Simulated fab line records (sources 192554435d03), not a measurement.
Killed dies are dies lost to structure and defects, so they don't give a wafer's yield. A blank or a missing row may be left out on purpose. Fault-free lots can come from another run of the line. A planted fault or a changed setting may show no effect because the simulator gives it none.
Matching of chambers | flow n5Finfet | N5_SDB_ETCH_25 on rieDiel-05 has 4 sister chambers
The step etches SiO2 in C4F6/O2, target depth 10 nm, time 3.3 s. 8 wafers are shown with their chamber, then 8 later ones without.

## WAFERS PAIRED WITH THEIR CHAMBERS
wafer  | chamber | throttleValvePct (%) | rfVppV (V)
L078.5 | 3       | 21.13                | 668
L082.2 | 3       | 21.14                | 668
L084.3 | 1       | 21.34                | 680
L084.5 | 2       | 21.14                | 672
L087.1 | 0       | 21.32                | 679
L087.5 | 0       | 21.31                | 678
L087.6 | 1       | 21.34                | 678
L091.1 | 2       | 21.15                | 673

## WAFERS WITHOUT THEIR CHAMBER
wafer  | throttleValvePct (%) | rfVppV (V)
L091.2 | 21.18                | 668
L091.4 | 21.37                | 678
L092.3 | 21.34                | 681
L092.5 | 21.33                | 678
L092.6 | 21.19                | 667
L095.1 | 21.19                | 667
L095.3 | 21.37                | 678
L095.6 | 21.16                | 672

## THE CHAMBER EACH PASSED THROUGH
wafer  | from the rows above     | in truth
L091.2 | can't be placed: 3 or 2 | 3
L091.4 | 1                       | 1
L092.3 | 1                       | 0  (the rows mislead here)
L092.5 | can't be placed: 1 or 0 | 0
L092.6 | can't be placed: 3 or 2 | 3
L095.1 | can't be placed: 3 or 2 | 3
L095.3 | 1                       | 1
L095.6 | 2                       | 2
Correctly placed: 3 of 8. Unplaceable from these rows: 4, with the true chamber sitting among the candidates in 4. Wrongly placed: 1.
How it was worked out, from the rows above alone: a wafer's distance from a chamber is the root of the sum, over the readings, of the square of ((its reading less the chamber's mean) divided by the reading's scatter). If the next closest chamber is less than 2 further off than the closest, the wafer can't be placed; otherwise it belongs to the closest. A chamber's mean is the mean of its shown wafers. The scatter: take each reading less its chamber's mean, square it, sum over the shown wafers, divide by the number of wafers less the number of chambers, and take the root.
